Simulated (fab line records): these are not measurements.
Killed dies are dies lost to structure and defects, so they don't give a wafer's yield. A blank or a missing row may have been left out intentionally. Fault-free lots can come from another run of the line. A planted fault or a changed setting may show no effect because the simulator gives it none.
A single fault, viewed from 3 desks || flow n5Finfet || what lay behind the numbers comes last; until then each desk has only its own

## THE DEFECT DESK
Inspection counts along the route, by lot: the mean over sampled wafers that carry a number. A lot is out of limits, marked OUT, if its mean lies more than 4 standard deviations from the usual mean; the brackets give that distance.
Columns: A = rawDefectCount at N5_FIN_CUT_INSPECT_17, usual 232
{"lot": "L898", "first seen here": "day 2 05:29", "A": 238}
{"lot": "L902", "first seen here": "day 3 06:05", "A": 234}
{"lot": "L903", "first seen here": "day 3 11:58", "A": 272}
{"lot": "L905", "first seen here": "day 3 23:03", "A": 215}
{"lot": "L906", "first seen here": "day 4 04:40", "A": 239}
{"lot": "L909", "first seen here": "day 4 22:32", "A": 197}
{"lot": "L911", "first seen here": "day 5 11:26", "A": 260}
{"lot": "L912", "first seen here": "day 5 16:32", "A": 266}
{"lot": "L913", "first seen here": "day 5 23:50", "A": 181}
{"lot": "L917", "first seen here": "day 6 23:04", "A": 257}
{"lot": "L919", "first seen here": "day 7 11:10", "A": 277}
This desk found nothing out of limits on any of the 11 lots.

## METROLOGY DESK
What the gauges read for every lot (on any tool): the sampled wafers with a number, averaged. A lot is out of limits, marked OUT, if its mean lies more than 4 standard deviations from the usual mean; the brackets give that distance. Readings shown: 7 of its 10, picked as those furthest out on some lot.
Columns: A = DIBL_N at N5_BEOL_M4_RC_MEAS_101, usual 36.0 mV/V; B = DIBL_P at N5_BEOL_M4_RC_MEAS_101, usual 36.1 mV/V; C = ION_N at N5_BEOL_M4_RC_MEAS_101, usual 675 uA/um; D = ION_P at N5_BEOL_M4_RC_MEAS_101, usual 464 uA/um; E = SS_N at N5_BEOL_M4_RC_MEAS_101, usual 71.5 mV/dec; F = SS_P at N5_BEOL_M4_RC_MEAS_101, usual 73.3 mV/dec; G = VT_P at N5_BEOL_M4_RC_MEAS_101, usual -249 mV
{"lot": "L898", "first seen here": "day 7 20:04", "A": 36.5, "B": 35.1, "C": 666, "D": 453, "E": 71.7, "F": 73.0, "G": -253}
{"lot": "L902", "first seen here": "day 8 23:21", "A": 33.9, "B": 35.5, "C": 677, "D": 464, "E": 70.9, "F": 73.2, "G": -250}
{"lot": "L903", "first seen here": "day 9 12:39", "A": 37.4, "B": 36.4, "C": 676, "D": 467, "E": 71.5, "F": 73.3, "G": -248}
{"lot": "L912", "first seen here": "day 11 04:11", "A": 34.8, "B": 33.9, "C": 666, "D": 463, "E": 71.3, "F": 72.7, "G": -250}
{"lot": "L913", "first seen here": "day 12 01:01", "A": 36.7, "B": 36.0, "C": 677, "D": 456, "E": 71.4, "F": 73.6, "G": -252}
{"lot": "L919", "first seen here": "day 13 06:37", "A": 33.4, "B": 35.1, "C": 670, "D": 467, "E": 71.1, "F": 73.1, "G": -248}
{"lot": "L917", "first seen here": "day 13 09:56", "A": 35.9, "B": 35.1, "C": 689, "D": 467, "E": 71.2, "F": 73.0, "G": -251}
This desk found nothing out of limits on any of the 7 lots.

## DESK OF THE TOOL OWNER: lpcvd-01
The tool's own readings at N5_DUMMY_GATE_CVD_03 (deposits a-Si from SiH4, target thk 150 nm, time 8042 s): means of the sampled wafers that have a number, for each lot that ran on this tool. A lot is out of limits, marked OUT, if its mean lies more than 4 standard deviations from the usual mean; the brackets give that distance.
Columns: A = zonePowerCentrePct at N5_DUMMY_GATE_CVD_03, usual 7.27 %
{"lot": "L898", "first seen here": "day 2 14:38", "A": 7.05}
{"lot": "L902", "first seen here": "day 3 17:55", "A": 7.61}
{"lot": "L903", "first seen here": "day 3 22:41", "A": 7.11}
{"lot": "L905", "first seen here": "day 4 09:52", "A": 7.61}
{"lot": "L906", "first seen here": "day 4 14:07", "A": 7.11}
{"lot": "L909", "first seen here": "day 5 09:08", "A": 7.59}
{"lot": "L911", "first seen here": "day 5 20:43", "A": 7.04}
This desk found nothing out of limits on any of the 7 lots.

## TAKEN TOGETHER
Nothing out of limits was seen by the defect desk.
From the metrology desk's view, nothing was out of limits.
The tool owner's desk saw nothing out of limits.

## WHAT THE SIMULATOR HAD INSERTED
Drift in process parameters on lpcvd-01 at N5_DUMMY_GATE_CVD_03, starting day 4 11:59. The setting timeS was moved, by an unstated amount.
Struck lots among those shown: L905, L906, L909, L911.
